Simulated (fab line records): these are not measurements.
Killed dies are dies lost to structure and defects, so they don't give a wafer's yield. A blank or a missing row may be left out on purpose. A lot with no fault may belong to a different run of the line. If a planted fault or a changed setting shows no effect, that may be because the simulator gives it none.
Matching of chambers :: flow nandHarc :: rieDiel-02 running NHARC_P_M1_STRIP_18: 4 sister chambers
The step strips in N2/H2. 27 wafers are shown with their chamber, then 12 later ones without.

WAFERS WITH THEIR CHAMBER
wafer: L075.3
chamber: 0
showerheadPlenumPTorr (Torr): 1.96
drypumpMotorCurrentA (A): 6.5
rfVppV (V): 90.8

wafer: L075.5
chamber: 0
showerheadPlenumPTorr (Torr): 1.96
drypumpMotorCurrentA (A): 6.5
rfVppV (V): 89.7

wafer: L075.6
chamber: 3
showerheadPlenumPTorr (Torr): 2.05
drypumpMotorCurrentA (A): 5.4
rfVppV (V): 91.4

wafer: L076.3
chamber: 0
showerheadPlenumPTorr (Torr): 1.96
drypumpMotorCurrentA (A): 6.5
rfVppV (V): 89.6

wafer: L076.5
chamber: 2
showerheadPlenumPTorr (Torr): 2.02
drypumpMotorCurrentA (A): 5.7
rfVppV (V): 90.7

wafer: L076.6
chamber: 3
showerheadPlenumPTorr (Torr): 2.05
drypumpMotorCurrentA (A): 5.4
rfVppV (V): 92.8

wafer: L079.1
chamber: 3
showerheadPlenumPTorr (Torr): 2.04
drypumpMotorCurrentA (A): 5.4
rfVppV (V): 90.3

wafer: L079.2
chamber: 1
showerheadPlenumPTorr (Torr): 1.91
drypumpMotorCurrentA (A): 5.9
rfVppV (V): 89.5

wafer: L079.4
chamber: 2
showerheadPlenumPTorr (Torr): 2.02
drypumpMotorCurrentA (A): 5.7
rfVppV (V): 89.6

wafer: L081.1
chamber: 0
showerheadPlenumPTorr (Torr): 1.96
drypumpMotorCurrentA (A): 6.5
rfVppV (V): 89.3

wafer: L081.2
chamber: 2
showerheadPlenumPTorr (Torr): 2.02
drypumpMotorCurrentA (A): 5.7
rfVppV (V): 91.9

wafer: L081.3
chamber: 3
showerheadPlenumPTorr (Torr): 2.04
drypumpMotorCurrentA (A): 5.4
rfVppV (V): 90.2

wafer: L084.3
chamber: 3
showerheadPlenumPTorr (Torr): 2.04
drypumpMotorCurrentA (A): 5.4
rfVppV (V): 90.5

wafer: L084.4
chamber: 0
showerheadPlenumPTorr (Torr): 1.96
drypumpMotorCurrentA (A): 6.5
rfVppV (V): 90.1

wafer: L084.5
chamber: 1
showerheadPlenumPTorr (Torr): 1.91
drypumpMotorCurrentA (A): 5.9
rfVppV (V): 90.4

wafer: L085.3
chamber: 3
showerheadPlenumPTorr (Torr): 2.04
drypumpMotorCurrentA (A): 5.4
rfVppV (V): 90.8

wafer: L085.4
chamber: 0
showerheadPlenumPTorr (Torr): 1.96
drypumpMotorCurrentA (A): 6.5
rfVppV (V): 89.4

wafer: L085.5
chamber: 1
showerheadPlenumPTorr (Torr): 1.91
drypumpMotorCurrentA (A): 5.9
rfVppV (V): 89.4

wafer: L087.1
chamber: 1
showerheadPlenumPTorr (Torr): 1.91
drypumpMotorCurrentA (A): 5.9
rfVppV (V): 88.6

wafer: L087.2
chamber: 2
showerheadPlenumPTorr (Torr): 2.01
drypumpMotorCurrentA (A): 5.7
rfVppV (V): 89.8

wafer: L087.4
chamber: 3
showerheadPlenumPTorr (Torr): 2.04
drypumpMotorCurrentA (A): 5.4
rfVppV (V): 91.1

wafer: L089.2
chamber: 3
showerheadPlenumPTorr (Torr): 2.04
drypumpMotorCurrentA (A): 5.4
rfVppV (V): 90.7

wafer: L089.3
chamber: 0
showerheadPlenumPTorr (Torr): 1.96
drypumpMotorCurrentA (A): 6.6
rfVppV (V): 89.3

wafer: L089.6
chamber: 3
showerheadPlenumPTorr (Torr): 2.04
drypumpMotorCurrentA (A): 5.4
rfVppV (V): 90.6

wafer: L088.3
chamber: 1
showerheadPlenumPTorr (Torr): 1.91
drypumpMotorCurrentA (A): 6.0
rfVppV (V): 90.1

wafer: L088.4
chamber: 3
showerheadPlenumPTorr (Torr): 2.04
drypumpMotorCurrentA (A): 5.4
rfVppV (V): 90.7

wafer: L088.6
chamber: 1
showerheadPlenumPTorr (Torr): 1.91
drypumpMotorCurrentA (A): 5.9
rfVppV (V): 89.9

SIGNATURES, as means of the wafers listed above
reading: showerheadPlenumPTorr
chamber 0: 1.9600
chamber 1: 1.9100
chamber 2: 2.0175
chamber 3: 2.0420
scatter within a chamber: 0.0032

reading: drypumpMotorCurrentA
chamber 0: 6.514
chamber 1: 5.917
chamber 2: 5.700
chamber 3: 5.400
scatter within a chamber: 0.0271

reading: rfVppV
chamber 0: 89.743
chamber 1: 89.650
chamber 2: 90.500
chamber 3: 90.910
scatter within a chamber: 0.728
Rule: distance of a wafer from a chamber = root of the sum over the readings of ((wafer's reading minus chamber's mean) / reading's scatter) squared. The wafer belongs to the nearest chamber; if the next one is less than 2 further off, it can't be placed. How the scatter is found: for the shown wafers, subtract from each reading the mean of its chamber, square and add these, divide the total by (wafers less chambers), then take the root.

WAFERS MISSING THEIR CHAMBER
wafer: L090.1
showerheadPlenumPTorr (Torr): 1.91
drypumpMotorCurrentA (A): 5.9
rfVppV (V): 91.2

wafer: L090.2
showerheadPlenumPTorr (Torr): 1.96
drypumpMotorCurrentA (A): 6.5
rfVppV (V): 91.5

wafer: L090.3
showerheadPlenumPTorr (Torr): 2.01
drypumpMotorCurrentA (A): 5.7
rfVppV (V): 90.6

wafer: L092.1
showerheadPlenumPTorr (Torr): 2.01
drypumpMotorCurrentA (A): 5.7
rfVppV (V): 91.3

wafer: L092.2
showerheadPlenumPTorr (Torr): 1.91
drypumpMotorCurrentA (A): 5.9
rfVppV (V): 91.4

wafer: L092.5
showerheadPlenumPTorr (Torr): 2.04
drypumpMotorCurrentA (A): 5.4
rfVppV (V): 90.1

wafer: L093.1
showerheadPlenumPTorr (Torr): 1.96
drypumpMotorCurrentA (A): 6.5
rfVppV (V): 90.0

wafer: L093.2
showerheadPlenumPTorr (Torr): 2.04
drypumpMotorCurrentA (A): 5.4
rfVppV (V): 90.3

wafer: L093.5
showerheadPlenumPTorr (Torr): 1.96
drypumpMotorCurrentA (A): 6.5
rfVppV (V): 89.5

wafer: L097.2
showerheadPlenumPTorr (Torr): 1.91
drypumpMotorCurrentA (A): 6.0
rfVppV (V): 89.8

wafer: L097.5
showerheadPlenumPTorr (Torr): 2.01
drypumpMotorCurrentA (A): 5.7
rfVppV (V): 90.1

wafer: L097.6
showerheadPlenumPTorr (Torr): 2.04
drypumpMotorCurrentA (A): 5.4
rfVppV (V): 89.5

THE CHAMBER EACH PASSED THROUGH
wafer: L090.1
from the rows above: 1
in truth: 1

wafer: L090.2
from the rows above: 0
in truth: 0

wafer: L090.3
from the rows above: 2
in truth: 2

wafer: L092.1
from the rows above: 2
in truth: 2

wafer: L092.2
from the rows above: 1
in truth: 1

wafer: L092.5
from the rows above: 3
in truth: 3

wafer: L093.1
from the rows above: 0
in truth: 0

wafer: L093.2
from the rows above: 3
in truth: 3

wafer: L093.5
from the rows above: 0
in truth: 0

wafer: L097.2
from the rows above: 1
in truth: 1

wafer: L097.5
from the rows above: 2
in truth: 2

wafer: L097.6
from the rows above: 3
in truth: 3
Placed correctly: 12 of 12. Number that these rows cannot place: 0. 0 placed wrongly.
